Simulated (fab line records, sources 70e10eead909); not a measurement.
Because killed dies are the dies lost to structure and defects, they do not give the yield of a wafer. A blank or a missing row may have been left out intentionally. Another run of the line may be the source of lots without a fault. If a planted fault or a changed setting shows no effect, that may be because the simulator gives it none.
fab line records	flow nand-harc
record lots=24	wafers=72	last-day=34
route steps=1302 shown A_M0@1149 A_M1@1189 A_BONDPAD@1202
lots that met no fault: from a run of the same line without faults
start-h: hours from the record's first day to the start of the lot's first wafer shown	wait-h: how many hours have passed since the lot's step before this one	" identical to the entry in the row above	L1.1+2: several wafers, shown together as one row	- no value present, or no start provided	* or withheld: withheld	< > ~ a bound
route shown NAME@n: NAME is a module with steps in the file, n the number in the route of the first one	usual: average and standard deviation across the fault-free wafers	same: alike in all rows	chamber/n: place in a boat	sites: each site's reading	_std_site: how widely they spread, as a standard deviation	_edge_site: outer sites' mean less inner sites'	radius-mm: for every site, how far away it sits from the centre of the wafer	mask NAME#n: copy n	behind: the most recent tool/chamber to have shaped the wafer	hold: the reason the lot was held/the length of the hold in hours/how it ended	device: whichever transistor did not switch (one of n, p or np)	end of line: the route-end tests of the same wafers	where a step has no rows: the recipe by itself	killed: not the wafer's yield, but the dies lost to structure and defects at the first sort	map: a wafer's dies, marking killed ones x, the rest . and places with no die _
set.NAME: setting as actually run; set.NAME@STEP: the setting as run at that earlier step	model.NAME: the simulator's own value behind a step, which no gauge read
steps of the route over a sample of lots; a table a step, a row a wafer
services: a tool's chamber out of use, with start hour (start-h, from the record's first day; less than 0 if before it), hours out, and reason
## steps
# step NHARC_A_M0_INSPECT_11
# usual raw-defect-count=87/28
lot.wafer	tool	chamber	start-h	wait-h	raw-defect-count
L074.2	defect-inspect-01	-	521.04	0.0	66
L074.3	"	-	"	"	58
L074.5	"	-	"	"	71
L075.1	defect-inspect-02	-	542.67	0.0	102
L075.2	"	-	"	"	103
L075.4	"	-	"	"	97
L077.1	defect-inspect-01	-	543.03	0.0	133
L077.2	"	-	"	"	115
L077.5	"	-	"	"	116
L076.4	defect-inspect-02	-	552.55	0.0	12
L076.5	"	-	"	"	22
L076.6	"	-	"	"	12
L078.1	defect-inspect-02	-	556.92	0.0	131
L078.3	"	-	"	"	133
L078.5	"	-	"	"	109
L079.1	defect-inspect-02	-	559.07	0.0	33
L079.3	"	-	"	"	30
L079.5	"	-	"	"	34
L080.2	defect-inspect-01	-	584.71	0.0	75
L080.5	"	-	"	"	80
L080.6	"	-	"	"	88
L081.1	defect-inspect-01	-	593.13	0.0	121
L081.4	"	-	"	"	119
L081.6	"	-	"	"	114
L082.1	defect-inspect-01	-	610.75	0.0	87
L082.2	"	-	"	"	86
L082.5	"	-	"	"	73
L084.2	defect-inspect-01	-	612.41	0.0	85
L084.4	"	-	"	"	85
L084.6	"	-	"	"	86
L083.3	defect-inspect-01	-	615.59	0.0	92
L083.4	"	-	"	"	83
L083.6	"	-	"	"	89
L085.3	defect-inspect-02	-	631.66	0.0	59
L085.4	"	-	"	"	67
L085.6	"	-	"	"	68
L086.1	defect-inspect-02	-	632.94	0.0	95
L086.3	"	-	"	"	98
L086.5	"	-	"	"	96
L087.1	defect-inspect-01	-	642.63	0.0	61
L087.2	"	-	"	"	80
L087.5	"	-	"	"	71
L089.1	defect-inspect-02	-	658.85	0.0	78
L089.3	"	-	"	"	75
L089.4	"	-	"	"	75
L088.2	defect-inspect-02	-	660.64	0.0	91
L088.4	"	-	"	"	106
L088.6	"	-	"	"	134
L091.2	defect-inspect-01	-	675.25	0.0	126
L091.3	"	-	"	"	127
L091.4	"	-	"	"	110
L090.1	defect-inspect-01	-	692.44	0.0	122
L090.3	"	-	"	"	125
L090.6	"	-	"	"	133
L095.1	defect-inspect-01	-	709.56	0.0	75
L095.2	"	-	"	"	82
L095.3	"	-	"	"	86
L092.3	defect-inspect-01	-	711.59	0.0	83
L092.4	"	-	"	"	65
L092.6	"	-	"	"	60
L093.1	defect-inspect-02	-	712.86	0.0	151
L093.3	"	-	"	"	107
L093.5	"	-	"	"	88
L094.2	defect-inspect-02	-	726.17	0.0	123
L094.5	"	-	"	"	127
L094.6	"	-	"	"	113
L096.2	defect-inspect-01	-	761.90	0.0	95
L096.5	"	-	"	"	69
L096.6	"	-	"	"	83
L097.2	defect-inspect-02	-	764.95	0.0	86
L097.3	"	-	"	"	78
L097.6	"	-	"	"	58
# step NHARC_A_M0_ETCH_34
# recipe target-depth-a=400	overetch-a=120	time-s=43.94	ion-energy-ev=200	n2-flow-sccm=150	h2-flow-sccm=150	ar-flow-sccm=0	rf-w=400	bias-w=150	chemistry=N2/H2
# usual drypump-motor-current-A=5.6/0.48	oes-product-au=1.001/0.0071	rf-vpp-V=430.6/2.8	showerhead-plenum-p-Torr=2.05/0.097	throttle-valve-pct=14.171/0.0081
lot.wafer	tool	chamber	start-h	wait-h	drypump-motor-current-A	oes-product-au	rf-hours-counter-h	rf-vpp-V	showerhead-plenum-p-Torr	throttle-valve-pct
L074.2	rie-diel-10	1	521.18	0.1	5.1	1.014	4.7	430.6	2.06	14.169
L074.3	"	0	"	"	5.7	0.997	4.4	432.0	2.09	14.177
L074.5	"	1	"	"	5.1	1.008	-	431.5	2.06	14.184
L075.1	rie-diel-10	2	542.81	0.1	5.9	0.999	5.5	427.1	1.91	14.165
L075.4	"	0	"	"	5.6	1.002	4.9	430.3	2.09	14.154
L075.2	"	1	"	"	5.1	0.999	5.6	429.6	2.06	14.161
L077.1	rie-diel-01	0	543.18	0.1	6.2	1.003	12.5	434.0	2.19	14.174
L077.2	"	3	"	"	5.7	0.997	9.5	429.3	2.01	14.173
L077.5	"	0	"	"	6.2	0.994	-	434.0	2.19	14.184
L076.4	rie-diel-10	0	552.70	0.1	5.7	1.004	5.4	433.3	2.09	14.160
L076.6	"	0	"	"	5.7	1.002	-	431.0	2.09	14.179
L076.5	"	1	"	"	5.1	0.997	-	430.7	2.06	14.163
L078.3	rie-diel-07	0	557.08	0.1	5.2	1.000	4.6	433.6	2.18	14.165
L078.1	"	1	"	"	6.6	0.998	5.0	427.0	1.94	14.171
L078.5	"	2	"	"	5.6	0.982	-	434.6	2.14	14.157
L079.1	rie-diel-10	2	559.22	0.1	5.9	0.995	6.1	427.2	1.91	14.190
L079.3	"	3	"	"	5.0	1.000	6.0	426.4	1.95	14.162
L079.5	"	3	"	"	5.0	0.998	-	428.6	1.95	14.175
L080.2	rie-diel-10	3	584.85	0.1	5.0	0.998	8.3	428.9	1.95	14.164
L080.6	"	3	"	"	5.0	0.999	-	428.3	1.95	14.158
L080.5	"	0	"	"	5.7	1.005	-	430.8	2.08	14.171
L081.4	rie-diel-01	0	593.29	0.1	6.2	0.992	0.9	435.0	2.19	14.164
L081.1	"	1	"	"	6.0	1.005	1.6	432.1	2.11	14.180
L081.6	"	2	"	"	4.9	1.001	-	430.5	2.01	14.169
L082.2	rie-diel-10	2	610.91	0.1	5.9	1.016	0.1	427.6	1.91	14.166
L082.1	"	3	"	"	5.0	1.002	0.1	428.6	1.95	14.166
L082.5	"	1	"	"	5.1	1.007	-	431.7	2.06	14.170
L084.4	rie-diel-10	0	612.55	0.1	5.6	1.000	0.2	430.9	2.08	14.177
L084.2	"	2	"	"	5.9	1.000	0.2	427.5	1.91	14.164
L084.6	"	1	"	"	5.1	0.999	-	430.7	2.06	14.173
L083.4	rie-diel-10	3	615.75	0.1	5.0	1.013	0.5	428.3	1.95	14.172
L083.3	"	0	"	"	5.6	0.999	0.6	432.1	2.08	14.176
L083.6	"	1	"	"	5.1	1.004	-	429.9	2.06	14.177
L085.3	rie-diel-10	0	631.80	0.1	5.7	0.991	1.2	431.6	2.08	14.174
L085.4	"	1	"	"	5.1	1.016	1.4	431.7	2.06	14.165
L085.6	"	1	"	"	5.1	1.004	-	430.5	2.06	14.170
L086.3	rie-diel-07	0	633.09	0.1	5.2	1.001	7.2	434.1	2.17	14.162
L086.1	"	2	"	"	5.6	0.996	8.1	433.3	2.14	14.177
L086.5	"	3	"	"	5.8	1.005	-	434.7	2.19	14.165
L087.1	rie-diel-10	2	642.78	0.1	5.9	1.003	1.6	426.7	1.91	14.171
L087.2	"	3	"	"	5.0	1.002	1.4	426.6	1.95	14.170
L087.5	"	2	"	"	5.9	1.008	-	426.9	1.91	14.164
L089.4	rie-diel-01	3	659.00	0.1	5.7	1.017	4.6	429.4	2.01	14.180
L089.1	"	1	"	"	6.0	1.003	4.0	434.7	2.11	14.172
L089.3	"	2	"	"	4.9	1.004	5.3	429.1	2.01	14.165
L088.4	rie-diel-10	2	660.79	0.1	5.9	1.002	2.8	425.5	1.91	14.183
L088.2	"	1	"	"	5.1	1.007	2.6	430.9	2.06	14.185
L088.6	"	3	"	"	5.0	1.006	-	429.1	1.95	14.166
L091.3	rie-diel-07	0	675.39	0.1	5.2	1.009	0.8	434.4	2.17	14.178
L091.4	"	1	"	"	6.6	0.991	0.8	427.2	1.94	14.171
L091.2	"	3	"	"	5.8	0.996	1.4	434.7	2.18	14.177
L090.3	rie-diel-10	1	692.60	0.1	5.1	1.014	4.5	429.4	2.06	14.178
L090.1	"	2	"	"	5.9	1.003	4.6	425.2	1.91	14.171
L090.6	"	0	"	"	5.6	1.005	-	432.6	2.08	14.183
L095.1	rie-diel-07	0	709.71	0.1	5.2	0.996	2.5	434.2	2.17	14.185
L095.2	"	1	"	"	6.6	1.002	3.1	428.5	1.94	14.166
L095.3	"	2	"	"	5.6	0.991	3.6	433.8	2.14	14.163
L092.4	rie-diel-10	2	711.74	0.1	5.9	1.006	5.1	427.3	1.90	14.161
L092.3	"	0	"	"	5.7	0.990	5.1	431.1	2.08	14.175
L092.6	"	2	"	"	5.9	0.997	-	426.9	1.91	14.178
L093.3	rie-diel-07	1	713.01	0.1	6.6	1.000	3.3	427.7	1.94	14.163
L093.1	"	2	"	"	5.6	0.987	3.7	432.8	2.14	14.171
L093.5	"	1	"	"	6.6	0.991	-	427.4	1.94	14.176
L094.2	rie-diel-07	3	726.33	0.1	5.8	1.004	3.4	436.2	2.18	14.181
L094.6	"	0	"	"	5.2	1.001	-	433.1	2.17	14.181
L094.5	"	1	"	"	6.6	0.990	-	427.1	1.94	14.158
L096.2	rie-diel-07	3	762.06	0.1	5.8	0.992	4.3	434.9	2.18	14.175
L096.5	"	1	"	"	6.6	0.995	-	426.7	1.94	14.178
L096.6	"	2	"	"	5.6	0.982	-	433.9	2.14	14.161
L097.3	rie-diel-07	3	765.10	0.1	5.8	1.006	4.4	434.2	2.18	14.168
L097.2	"	0	"	"	5.2	1.010	4.1	434.1	2.17	14.185
L097.6	"	3	"	"	5.8	1.000	-	434.0	2.18	14.174
# step NHARC_A_M1_DEGAS_29
# recipe temp-c=250	time-s=60
# usual heater-power-w=318/27
lot.wafer	tool	chamber	start-h	wait-h	heater-power-w
L074.3	pvd-sputter-03	-	526.23	-	326
L074.2	"	-	"	"	327
L074.5	"	-	"	"	325
L075.4	pvd-sputter-02	-	547.86	-	276
L075.1	"	-	"	"	309
L075.2	"	-	"	"	325
L077.2	pvd-sputter-02	-	548.05	-	319
L077.1	"	-	"	"	325
L077.5	"	-	"	"	314
L076.4	pvd-sputter-03	-	557.70	-	280
L076.6	"	-	"	"	334
L076.5	"	-	"	"	317
L078.3	pvd-sputter-03	-	562.23	-	314
L078.1	"	-	"	"	286
L078.5	"	-	"	"	323
L079.3	pvd-sputter-02	-	564.39	-	273
L079.1	"	-	"	"	331
L079.5	"	-	"	"	273
L080.2	pvd-sputter-03	-	589.86	-	281
L080.6	"	-	"	"	283
L080.5	"	-	"	"	327
L081.4	pvd-sputter-03	-	598.37	-	281
L081.1	"	-	"	"	330
L081.6	"	-	"	"	318
L082.2	pvd-sputter-01	-	615.78	-	383
L082.1	"	-	"	"	325
L082.5	"	-	"	"	380
L084.4	pvd-sputter-01	-	617.64	-	308
L084.2	"	-	"	"	338
L084.6	"	-	"	"	334
L083.3	pvd-sputter-02	-	620.86	-	327
L083.4	"	-	"	"	308
L083.6	"	-	"	"	321
L085.3	pvd-sputter-01	-	636.86	-	333
L085.4	"	-	"	"	333
L085.6	"	-	"	"	381
L086.1	pvd-sputter-03	-	638.04	-	319
L086.3	"	-	"	"	330
L086.5	"	-	"	"	286
L087.1	pvd-sputter-03	-	648.74	-	281
L087.2	"	-	"	"	327
L087.5	"	-	"	"	337
L089.3	pvd-sputter-02	-	664.23	-	325
L089.1	"	-	"	"	273
L089.4	"	-	"	"	312
L088.2	pvd-sputter-03	-	665.96	-	318
L088.4	"	-	"	"	324
L088.6	"	-	"	"	315
L091.2	pvd-sputter-01	-	680.62	-	325
L091.4	"	-	"	"	308
L091.3	"	-	"	"	327
L090.3	pvd-sputter-01	-	697.58	-	337
L090.1	"	-	"	"	327
L090.6	"	-	"	"	333
L095.1	pvd-sputter-01	-	714.76	-	387
L095.3	"	-	"	"	327
L095.2	"	-	"	"	306
L092.3	pvd-sputter-02	-	716.74	-	355
L092.4	"	-	"	"	332
L092.6	"	-	"	"	270
L093.3	pvd-sputter-03	-	718.01	-	298
L093.1	"	-	"	"	284
L093.5	"	-	"	"	334
L094.2	pvd-sputter-03	-	731.20	-	350
L094.6	"	-	"	"	286
L094.5	"	-	"	"	308
L096.2	pvd-sputter-02	-	767.02	-	275
L096.6	"	-	"	"	273
L096.5	"	-	"	"	311
L097.3	pvd-sputter-02	-	770.13	-	308
L097.2	"	-	"	"	329
L097.6	"	-	"	"	308
# step NHARC_A_M1_PVD_20
# recipe target-thk-a=50	bias-v=168.6	power-w=15000	chamber-pressure-pa=0.12	time-s=8.06	substrate-temp-c=50	material=TaN
# usual throttle-valve-pct=29.8/0.95
lot.wafer	tool	chamber	start-h	wait-h	throttle-valve-pct
L074.2	pvd-sputter-03	-	-	-	30.3
L074.3	"	-	"	"	28.2
L074.5	"	-	"	"	30.4
L075.1	pvd-sputter-02	-	-	-	30.4
L075.4	"	-	"	"	28.7
L075.2	"	-	"	"	31.5
L077.2	pvd-sputter-02	-	-	-	30.0
L077.1	"	-	"	"	31.2
L077.5	"	-	"	"	29.4
L076.4	pvd-sputter-03	-	-	-	29.0
L076.6	"	-	"	"	28.6
L076.5	"	-	"	"	29.0
L078.3	pvd-sputter-03	-	-	-	28.7
L078.1	"	-	"	"	30.2
L078.5	"	-	"	"	30.3
L079.1	pvd-sputter-02	-	-	-	30.3
L079.3	"	-	"	"	29.8
L079.5	"	-	"	"	31.3
L080.2	pvd-sputter-03	-	-	-	30.1
L080.6	"	-	"	"	30.3
L080.5	"	-	"	"	30.2
L081.1	pvd-sputter-03	-	-	-	29.1
L081.4	"	-	"	"	28.8
L081.6	"	-	"	"	29.1
L082.2	pvd-sputter-01	-	-	-	30.3
L082.1	"	-	"	"	30.4
L082.5	"	-	"	"	29.4
L084.4	pvd-sputter-01	-	-	-	29.5
L084.2	"	-	"	"	31.3
L084.6	"	-	"	"	29.2
L083.3	pvd-sputter-02	-	-	-	31.3
L083.4	"	-	"	"	30.1
L083.6	"	-	"	"	31.4
L085.4	pvd-sputter-01	-	-	-	29.0
L085.3	"	-	"	"	31.3
L085.6	"	-	"	"	29.2
L086.3	pvd-sputter-03	-	-	-	28.5
L086.1	"	-	"	"	30.2
L086.5	"	-	"	"	28.4
L087.1	pvd-sputter-03	-	-	-	28.7
L087.2	"	-	"	"	29.0
L087.5	"	-	"	"	28.8
L089.4	pvd-sputter-02	-	-	-	30.0
L089.3	"	-	"	"	31.2
L089.1	"	-	"	"	29.6
L088.2	pvd-sputter-03	-	-	-	29.1
L088.4	"	-	"	"	28.5
L088.6	"	-	"	"	29.2
L091.4	pvd-sputter-01	-	-	-	30.3
L091.3	"	-	"	"	31.0
L091.2	"	-	"	"	29.5
L090.1	pvd-sputter-01	-	-	-	30.8
L090.3	"	-	"	"	29.3
L090.6	"	-	"	"	30.9
L095.2	pvd-sputter-01	-	-	-	30.2
L095.3	"	-	"	"	31.0
L095.1	"	-	"	"	30.6
L092.3	pvd-sputter-02	-	-	-	30.0
L092.4	"	-	"	"	29.0
L092.6	"	-	"	"	30.0
L093.3	pvd-sputter-03	-	-	-	29.9
L093.1	"	-	"	"	27.2
L093.5	"	-	"	"	29.6
L094.2	pvd-sputter-03	-	-	-	27.4
L094.5	"	-	"	"	27.4
L094.6	"	-	"	"	28.8
L096.2	pvd-sputter-02	-	-	-	29.8
L096.5	"	-	"	"	31.1
L096.6	"	-	"	"	29.4
L097.2	pvd-sputter-02	-	-	-	28.7
L097.3	"	-	"	"	29.7
L097.6	"	-	"	"	29.9
# step NHARC_A_M1_PRE_CLEAN_32
# recipe time-s=12	temp-c=370	rf-power-w=300	gas=NH3
# usual heater-power-w=635/65
lot.wafer	tool	chamber	start-h	wait-h	heater-power-w
L074.2	pecvd-02	2	527.83	0.1	756
L074.3	"	1	"	"	626
L074.5	"	1	"	"	627
L075.1	pecvd-02	2	549.53	0.1	700
L075.2	"	0	"	"	463
L075.4	"	1	"	"	579
L077.2	pecvd-04	2	549.83	0.1	542
L077.1	"	0	"	"	632
L077.5	"	1	"	"	697
L076.4	pecvd-02	1	559.34	0.1	633
L076.6	"	1	"	"	638
L076.5	"	2	"	"	679
L078.3	pecvd-04	1	563.85	0.1	770
L078.1	"	0	"	"	575
L078.5	"	2	"	"	584
L079.1	pecvd-02	2	566.03	0.1	720
L079.3	"	1	"	"	584
L079.5	"	2	"	"	720
L080.2	pecvd-01	2	592.36	0.7	702
L080.5	"	1	"	"	712
L080.6	"	2	"	"	707
L081.1	pecvd-01	1	599.99	0.1	730
L081.6	"	0	"	"	612
L081.4	"	1	"	"	714
L082.2	pecvd-04	1	617.41	0.1	759
L082.1	"	0	"	"	587
L082.5	"	0	"	"	609
L084.2	pecvd-02	0	619.28	0.1	520
L084.4	"	2	"	"	635
L084.6	"	0	"	"	529
L083.3	pecvd-04	1	622.51	0.1	712
L083.4	"	2	"	"	585
L083.6	"	0	"	"	558
L085.3	pecvd-02	2	638.75	0.1	750
L085.6	"	2	"	"	734
L085.4	"	0	"	"	584
L086.1	pecvd-01	2	639.68	0.1	689
L086.3	"	0	"	"	565
L086.5	"	2	"	"	681
L087.2	pecvd-02	2	650.37	0.1	725
L087.1	"	1	"	"	585
L087.5	"	0	"	"	545
L089.1	pecvd-02	2	665.87	0.1	701
L089.4	"	1	"	"	624
L089.3	"	2	"	"	704
L088.2	pecvd-01	1	667.59	0.1	687
L088.6	"	0	"	"	634
L088.4	"	1	"	"	705
L091.3	pecvd-04	1	682.32	0.1	695
L091.2	"	2	"	"	648
L091.4	"	2	"	"	635
L090.1	pecvd-02	1	699.20	0.1	607
L090.3	"	2	"	"	637
L090.6	"	1	"	"	602
L095.3	pecvd-02	0	716.39	0.1	605
L095.1	"	1	"	"	617
L095.2	"	2	"	"	741
L092.3	pecvd-04	2	718.39	0.1	582
L092.4	"	1	"	"	697
L092.6	"	2	"	"	592
L093.1	pecvd-01	0	719.65	0.1	635
L093.3	"	2	"	"	660
L093.5	"	1	"	"	672
L094.2	pecvd-01	0	732.81	0.1	546
L094.6	"	1	"	"	674
L094.5	"	2	"	"	585
L096.2	pecvd-01	0	768.63	0.1	519
L096.5	"	0	"	"	521
L096.6	"	1	"	"	663
L097.2	pecvd-01	1	771.84	0.1	665
L097.3	"	2	"	"	624
L097.6	"	1	"	"	653
# step NHARC_A_BONDPAD_DEP_00
# recipe target-thk-a=2500	temp-c=370	target-thk-nm=250	pressure-torr=3	flow-sccm=200	rf-w=450	material=SiCN
# usual heater-power-w=574/68
lot.wafer	tool	chamber	start-h	wait-h	heater-power-w
L074.2	pecvd-03	2	528.50	-	539
L074.3	"	0	"	"	665
L074.5	"	1	"	"	429
L075.2	pecvd-04	1	550.22	-	700
L075.1	"	2	"	"	595
L075.4	"	0	"	"	525
L077.1	pecvd-02	2	550.46	-	619
L077.2	"	0	"	"	427
L077.5	"	0	"	"	440
L076.6	pecvd-04	2	560.24	-	594
L076.5	"	0	"	"	551
L076.4	"	1	"	"	705
L078.1	pecvd-02	1	564.49	-	561
L078.3	"	2	"	"	539
L078.5	"	1	"	"	575
L079.1	pecvd-02	1	566.88	-	575
L079.3	"	2	"	"	664
L079.5	"	1	"	"	583
L080.2	pecvd-03	0	593.07	-	635
L080.6	"	1	"	"	550
L080.5	"	2	"	"	552
L081.1	pecvd-04	2	600.71	-	578
L081.4	"	1	"	"	720
L081.6	"	0	"	"	566
L082.1	pecvd-02	0	618.04	-	519
L082.2	"	2	"	"	669
L082.5	"	2	"	"	680
L084.2	pecvd-03	1	619.98	-	574
L084.4	"	0	"	"	670
L084.6	"	1	"	"	569
L083.3	pecvd-03	0	623.20	-	685
L083.4	"	2	"	"	520
L083.6	"	0	"	"	566
L085.3	pecvd-02	0	-	-	469
L085.6	"	0	"	"	489
L085.4	"	1	"	"	539
L086.1	pecvd-02	2	640.34	-	603
L086.3	"	0	"	"	429
L086.5	"	0	"	"	454
L087.1	pecvd-02	1	-	-	622
L087.2	"	0	"	"	516
L087.5	"	1	"	"	616
L089.1	pecvd-03	2	666.69	-	522
L089.3	"	0	"	"	663
L089.4	"	1	"	"	561
L088.2	pecvd-02	0	668.30	-	535
L088.6	"	1	"	"	610
L088.4	"	0	"	"	432
L091.2	pecvd-03	2	682.94	-	494
L091.3	"	0	"	"	573
L091.4	"	1	"	"	591
L090.1	pecvd-03	1	699.87	-	526
L090.3	"	2	"	"	462
L090.6	"	2	"	"	474
L095.3	pecvd-02	1	-	-	531
L095.2	"	2	"	"	621
L095.1	"	0	"	"	506
L092.3	pecvd-04	1	-	-	636
L092.6	"	1	"	"	652
L092.4	"	2	"	"	600
L093.3	pecvd-04	0	720.28	-	547
L093.1	"	1	"	"	593
L093.5	"	2	"	"	568
L094.2	pecvd-04	1	733.54	-	577
L094.5	"	1	"	"	608
L094.6	"	2	"	"	518
L096.2	pecvd-03	0	769.27	-	620
L096.5	"	1	"	"	526
L096.6	"	2	"	"	582
L097.2	pecvd-03	0	772.47	-	554
L097.3	"	2	"	"	564
L097.6	"	1	"	"	411
## services
tool	chamber	start-h	hours	kind
pecvd-02	2	503.27	3.4	repair
pvd-sputter-02	-	511.96	7.2	repair
pvd-sputter-03	-	519.51	6.2	repair
rie-diel-10	0	524.81	7.0	repair
pvd-sputter-03	-	527.19	10.0	pm
pecvd-02	0	555.87	21.5	repair
pecvd-02	-	589.04	13.0	pm
rie-diel-10	-	596.54	9.0	pm
pvd-sputter-03	-	621.66	4.8	repair
pvd-sputter-02	-	636.87	4.8	repair
pvd-sputter-03	-	640.45	0.6	repair
pvd-sputter-02	-	641.68	10.0	pm
pvd-sputter-03	-	660.06	1.9	repair
pecvd-02	0	661.47	5.9	repair
pecvd-02	1	673.41	16.3	repair
pvd-sputter-02	-	677.98	1.5	repair
pvd-sputter-03	-	705.19	10.0	pm
rie-diel-10	1	713.57	7.9	repair
rie-diel-10	0	744.14	3.6	repair
pvd-sputter-03	-	752.05	0.5	repair
pvd-sputter-03	-	753.27	1.1	repair
rie-diel-10	3	759.96	4.0	repair
rie-diel-10	0	760.40	13.6	repair
pecvd-02	-	770.04	13.0	pm
## key
fault none
